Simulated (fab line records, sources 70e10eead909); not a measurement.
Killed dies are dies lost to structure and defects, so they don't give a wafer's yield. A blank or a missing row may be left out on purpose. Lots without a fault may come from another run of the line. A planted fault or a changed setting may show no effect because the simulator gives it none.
Chamber matching | flow nand_harc | NHARC_A_CHANNEL_HOLE_D2_DESCUM_15 on rie_diel-01: 4 sister chambers
The step chemistry O2, time 3 s. 16 wafers are shown with their chamber, then 8 later ones without.

WAFERS WITH THEIR CHAMBER
wafer  | chamber | showerhead_plenum_p_Torr (Torr) | drypump_motor_current_A (A) | oes_product_au (a.u.)
L076.1 | 1       | 1.80                            | 5.6                         | 1.016
L076.2 | 0       | 1.96                            | 6.0                         | 0.984
L076.6 | 1       | 1.80                            | 5.6                         | 0.995
L079.1 | 0       | 1.95                            | 6.1                         | 0.989
L079.3 | 2       | 1.81                            | 6.1                         | 1.002
L079.6 | 3       | 2.01                            | 4.8                         | 1.010
L080.2 | 3       | 2.01                            | 4.8                         | 1.005
L080.3 | 1       | 1.80                            | 5.6                         | 1.022
L080.5 | 1       | 1.80                            | 5.6                         | 1.028
L086.1 | 3       | 2.01                            | 4.8                         | 1.014
L086.5 | 1       | 1.80                            | 5.6                         | 1.016
L086.6 | 2       | 1.81                            | 6.1                         | 1.003
L090.2 | 1       | 1.80                            | 5.6                         | 1.015
L090.4 | 2       | 1.81                            | 6.2                         | 1.005
L090.5 | 3       | 2.01                            | 4.8                         | 1.001
L092.4 | 0       | 1.95                            | 6.1                         | 1.004

SIGNATURES (means of the wafers above)
reading                  | chamber 0 | chamber 1 | chamber 2 | chamber 3 | scatter within a chamber
showerhead_plenum_p_Torr | 1.9533    | 1.8000    | 1.8100    | 2.0100    | 0.00236
drypump_motor_current_A  | 6.067     | 5.600     | 6.133     | 4.800     | 0.0333
oes_product_au           | 0.99233   | 1.01533   | 1.00333   | 1.00750   | 0.00884
Rule: a wafer's distance from a chamber is the root of the sum, over the readings, of the square of ((its reading less the chamber's mean) divided by the reading's scatter). The wafer belongs to the nearest chamber; if the next one is less than 2 further off, it can't be placed. The scatter: the root of (the sum of the squares of (reading less its chamber's mean) over the shown wafers, divided by (wafers less chambers)).

WAFERS WITHOUT THEIR CHAMBER
wafer  | showerhead_plenum_p_Torr (Torr) | drypump_motor_current_A (A) | oes_product_au (a.u.)
L092.5 | 1.95                            | 6.1                         | 0.996
L092.6 | 2.00                            | 4.8                         | 1.014
L095.4 | 1.81                            | 6.1                         | 1.001
L095.5 | 2.00                            | 4.8                         | 1.004
L095.6 | 1.95                            | 6.1                         | 0.994
L097.2 | 1.80                            | 5.6                         | 1.007
L097.3 | 1.95                            | 6.1                         | 1.007
L097.5 | 1.81                            | 6.1                         | 1.005

WHICH CHAMBER EACH WENT THROUGH
wafer  | from the rows above | in truth
L092.5 | 0                   | 0
L092.6 | 3                   | 3
L095.4 | 2                   | 2
L095.5 | 3                   | 3
L095.6 | 0                   | 0
L097.2 | 1                   | 1
L097.3 | 0                   | 0
L097.5 | 2                   | 2
Placed correctly: 8 of 8. Can't be placed from these rows: 0. Placed wrongly: 0.
